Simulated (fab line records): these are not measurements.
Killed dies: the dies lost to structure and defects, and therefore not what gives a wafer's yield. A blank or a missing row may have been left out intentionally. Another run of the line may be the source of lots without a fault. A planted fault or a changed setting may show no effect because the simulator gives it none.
What tool caused it? :: flow n5_finfet :: 13 lots with 39 wafers sampled at 3 steps, on a route of 1938 steps

== WHAT THE GAUGES READ, wafer by wafer ==
The record lacks any reading of a measuring or inspecting step that a usual standard deviation could be used to judge.

== EACH LOT AND THE TOOL THAT RAN IT (in order: tool; ch and the chambers of the sampled wafers; start) ==
lot: L548
N5_ILD0_PRECLEAN_10: remote_plasma-02 ch 0, day 3 14:30
N5_ILD0_CMP_12: cmp-01 ch 0,1,2, day 3 17:27
N5_SDB_DESCUM_16: rie_diel-01 ch 0,1,3, day 3 18:16

lot: L549
N5_ILD0_PRECLEAN_10: remote_plasma-02 ch 0, day 3 20:44
N5_ILD0_CMP_12: cmp-04 ch 0,1, day 3 23:37
N5_SDB_DESCUM_16: rie_diel-03 ch 2,3, day 4 00:40

lot: L550
N5_ILD0_PRECLEAN_10: remote_plasma-01 ch 0, day 4 05:01
N5_ILD0_CMP_12: cmp-01 ch 0,1,2, day 4 08:00
N5_SDB_DESCUM_16: rie_diel-01 ch 0,2, day 4 08:52

lot: L551
N5_ILD0_PRECLEAN_10: remote_plasma-02 ch 1, day 4 09:53
N5_ILD0_CMP_12: cmp-02 ch 0,2, day 4 12:46
N5_SDB_DESCUM_16: rie_diel-01 ch 0,1, day 4 13:40

lot: L552
N5_ILD0_PRECLEAN_10: remote_plasma-02 ch 0, day 4 12:40
N5_ILD0_CMP_12: cmp-02 ch 0,1, day 4 15:32
N5_SDB_DESCUM_16: rie_diel-04 ch 0,3, day 4 16:19

lot: L553
N5_ILD0_PRECLEAN_10: remote_plasma-01 ch 0, day 4 21:55
N5_ILD0_CMP_12: cmp-02 ch 0,1, day 5 00:55
N5_SDB_DESCUM_16: rie_diel-04 ch 0,2,3, day 5 01:47

lot: L556
N5_ILD0_PRECLEAN_10: remote_plasma-02 ch 0, day 5 15:14
N5_ILD0_CMP_12: cmp-04 ch 1,2,3, day 5 18:12
N5_SDB_DESCUM_16: rie_diel-03 ch 0,1, day 5 19:01

lot: L557
N5_ILD0_PRECLEAN_10: remote_plasma-02 ch 1, day 5 21:47
N5_ILD0_CMP_12: cmp-02 ch 0,1,2, day 6 00:43
N5_SDB_DESCUM_16: rie_diel-01 ch 0,1,3, day 6 01:40

lot: L558
N5_ILD0_PRECLEAN_10: remote_plasma-01 ch 1, day 6 03:24
N5_ILD0_CMP_12: cmp-04 ch 0,2,3, day 6 06:13
N5_SDB_DESCUM_16: rie_diel-04 ch 0,1, day 6 07:04

lot: L564
N5_ILD0_PRECLEAN_10: remote_plasma-02 ch 0, day 7 15:34
N5_ILD0_CMP_12: cmp-02 ch 1,2, day 7 18:33
N5_SDB_DESCUM_16: rie_diel-03 ch 0,2,3, day 7 19:26

lot: L567
N5_ILD0_PRECLEAN_10: remote_plasma-02 ch 1, day 8 11:06
N5_ILD0_CMP_12: cmp-04 ch 1,2,3, day 8 13:52
N5_SDB_DESCUM_16: rie_diel-01 ch 0,1,2, day 8 14:46

lot: L568
N5_ILD0_PRECLEAN_10: remote_plasma-02 ch 1, day 8 14:32
N5_ILD0_CMP_12: cmp-02 ch 1,2,3, day 8 17:20
N5_SDB_DESCUM_16: rie_diel-03 ch 1,2, day 8 18:12

lot: L569
N5_ILD0_PRECLEAN_10: remote_plasma-02 ch 1, day 8 21:52
N5_ILD0_CMP_12: cmp-02 ch 2,3, day 9 01:06
N5_SDB_DESCUM_16: rie_diel-04 ch 0,1,2, day 9 02:22
- N5_ILD0_PRECLEAN_10: cleans in NF3:NH3, afs cycles 5, time 20 s, sublimation time 60 s.
- N5_ILD0_CMP_12: polishes SiNx, stops on poly-Si, t overpolish 6 s, target thk 17.67 nm.
- N5_SDB_DESCUM_16: chemistry O2, time 7.9 s.

== WHAT THE TOOLS THEMSELVES READ (means of the sampled wafers that have a number; where no wafer has one, the mark that the record gives instead) ==
N5_ILD0_CMP_12. Usual: head_pressure_psi 2.500 psi, standard deviation 0.005; motor_current_A 8.9 A, standard deviation 1; overpolish_run_s 6.001 s, standard deviation 0.01; time_to_endpoint_s 29.3 s, standard deviation 2.2.
lot: L548
tool: cmp-01
head_pressure_psi (psi): 2.492
motor_current_A (A): 8.3
overpolish_run_s (s): 5.991
time_to_endpoint_s (s): 28.0
flag: 

lot: L549
tool: cmp-04
head_pressure_psi (psi): 2.502
motor_current_A (A): 9.0
overpolish_run_s (s): 6.000
time_to_endpoint_s (s): 25.9
flag: 

lot: L550
tool: cmp-01
head_pressure_psi (psi): 2.505
motor_current_A (A): 8.3
overpolish_run_s (s): 6.002
time_to_endpoint_s (s): 28.3
flag: 

lot: L551
tool: cmp-02
head_pressure_psi (psi): 2.501
motor_current_A (A): 8.3
overpolish_run_s (s): 5.988
time_to_endpoint_s (s): 28.9
flag: 

lot: L552
tool: cmp-02
head_pressure_psi (psi): 2.499
motor_current_A (A): 10.2
overpolish_run_s (s): 6.011
time_to_endpoint_s (s): 28.1
flag: 

lot: L553
tool: cmp-02
head_pressure_psi (psi): 2.499
motor_current_A (A): 9.9
overpolish_run_s (s): 5.991
time_to_endpoint_s (s): 29.8
flag: 

lot: L556
tool: cmp-04
head_pressure_psi (psi): 2.497
motor_current_A (A): 8.9
overpolish_run_s (s): 5.997
time_to_endpoint_s (s): 30.7
flag: 

lot: L557
tool: cmp-02
head_pressure_psi (psi): 2.501
motor_current_A (A): 9.2
overpolish_run_s (s): 6.002
time_to_endpoint_s (s): 25.6
flag: 

lot: L558
tool: cmp-04
head_pressure_psi (psi): 2.495
motor_current_A (A): 8.2
overpolish_run_s (s): 6.007
time_to_endpoint_s (s): 30.3
flag: 

lot: L564
tool: cmp-02
head_pressure_psi (psi): 2.504
motor_current_A (A): 9.9
overpolish_run_s (s): 5.997
time_to_endpoint_s (s): 29.0
flag: 

lot: L567
tool: cmp-04
head_pressure_psi (psi): 2.498
motor_current_A (A): 8.7
overpolish_run_s (s): 5.996
time_to_endpoint_s (s): 30.7
flag: 

lot: L568
tool: cmp-02
head_pressure_psi (psi): 2.502
motor_current_A (A): 9.5
overpolish_run_s (s): 6.000
time_to_endpoint_s (s): 29.5
flag: 

lot: L569
tool: cmp-02
head_pressure_psi (psi): 2.499
motor_current_A (A): 9.3
overpolish_run_s (s): 5.999
time_to_endpoint_s (s): 30.6
flag: 

N5_SDB_DESCUM_16. Usual: drypump_motor_current_A 5.6 A, standard deviation 0.49; oes_product_au 0.84 a.u., standard deviation 0.094; rf_vpp_V 243.5 V, standard deviation 1.6; showerhead_plenum_p_Torr 2.12 Torr, standard deviation 0.09; throttle_valve_pct 20.36 %, standard deviation 0.16.
lot: L548
tool: rie_diel-01
drypump_motor_current_A (A): 5.7
oes_product_au (a.u.): 0.84
rf_vpp_V (V): 244.0
showerhead_plenum_p_Torr (Torr): 2.14
throttle_valve_pct (%): 20.45
flag: 

lot: L549
tool: rie_diel-03
drypump_motor_current_A (A): 5.2
oes_product_au (a.u.): 0.75
rf_vpp_V (V): 242.9
showerhead_plenum_p_Torr (Torr): 2.05
throttle_valve_pct (%): 20.52
flag: 

lot: L550
tool: rie_diel-01
drypump_motor_current_A (A): 5.5
oes_product_au (a.u.): 0.74
rf_vpp_V (V): 242.4
showerhead_plenum_p_Torr (Torr): 2.02
throttle_valve_pct (%): 20.50
flag: 

lot: L551
tool: rie_diel-01
drypump_motor_current_A (A): 5.3
oes_product_au (a.u.): 0.92
rf_vpp_V (V): 244.7
showerhead_plenum_p_Torr (Torr): 2.19
throttle_valve_pct (%): 20.29
flag: 

lot: L552
tool: rie_diel-04
drypump_motor_current_A (A): 5.6
oes_product_au (a.u.): 0.86
rf_vpp_V (V): 242.1
showerhead_plenum_p_Torr (Torr): 2.02
throttle_valve_pct (%): 20.37
flag: 

lot: L553
tool: rie_diel-04
drypump_motor_current_A (A): 5.8
oes_product_au (a.u.): 0.82
rf_vpp_V (V): 242.2
showerhead_plenum_p_Torr (Torr): 2.05
throttle_valve_pct (%): 20.36
flag: 

lot: L556
tool: rie_diel-03
drypump_motor_current_A (A): 6.2
oes_product_au (a.u.): 0.84
rf_vpp_V (V): 244.4
showerhead_plenum_p_Torr (Torr): 2.17
throttle_valve_pct (%): 20.31
flag: 

lot: L557
tool: rie_diel-01
drypump_motor_current_A (A): 5.7
oes_product_au (a.u.): 0.90
rf_vpp_V (V): 244.0
showerhead_plenum_p_Torr (Torr): 2.14
throttle_valve_pct (%): 20.35
flag: 

lot: L558
tool: rie_diel-04
drypump_motor_current_A (A): 5.2
oes_product_au (a.u.): 0.94
rf_vpp_V (V): 242.9
showerhead_plenum_p_Torr (Torr): 2.11
throttle_valve_pct (%): 20.20
flag: 

lot: L564
tool: rie_diel-03
drypump_motor_current_A (A): 5.2
oes_product_au (a.u.): 0.71
rf_vpp_V (V): 242.7
showerhead_plenum_p_Torr (Torr): 2.07
throttle_valve_pct (%): 20.52
flag: 

lot: L567
tool: rie_diel-01
drypump_motor_current_A (A): 5.4
oes_product_au (a.u.): 0.87
rf_vpp_V (V): 244.6
showerhead_plenum_p_Torr (Torr): 2.19
throttle_valve_pct (%): 20.32
flag: 

lot: L568
tool: rie_diel-03
drypump_motor_current_A (A): 5.7
oes_product_au (a.u.): 0.77
rf_vpp_V (V): 243.3
showerhead_plenum_p_Torr (Torr): 2.06
throttle_valve_pct (%): 20.45
flag: 

lot: L569
tool: rie_diel-04
drypump_motor_current_A (A): 5.5
oes_product_au (a.u.): 0.85
rf_vpp_V (V): 243.6
showerhead_plenum_p_Torr (Torr): 2.13
throttle_valve_pct (%): 20.24
flag: 

== THE ANSWER, worked out from the rows above alone ==
Rule: a lot counts as off when the mean over its wafers that have a number is more than 3 standard deviations away from the usual mean. Also off: a lot with no number at a reading for which 4 or more lots have one. The other lots that the step has rows for count as sound. Order of review: gauges by route order, followed by the tools' own readings, for which a lot's mean as printed above is used. The first step at which some lot is off is used, and at that step the reading that is off furthest; a lot without a number counts as furthest.
Nothing can be told from this: no lot is off at any reading shown.

== WHAT THE SIMULATOR PUT IN ==
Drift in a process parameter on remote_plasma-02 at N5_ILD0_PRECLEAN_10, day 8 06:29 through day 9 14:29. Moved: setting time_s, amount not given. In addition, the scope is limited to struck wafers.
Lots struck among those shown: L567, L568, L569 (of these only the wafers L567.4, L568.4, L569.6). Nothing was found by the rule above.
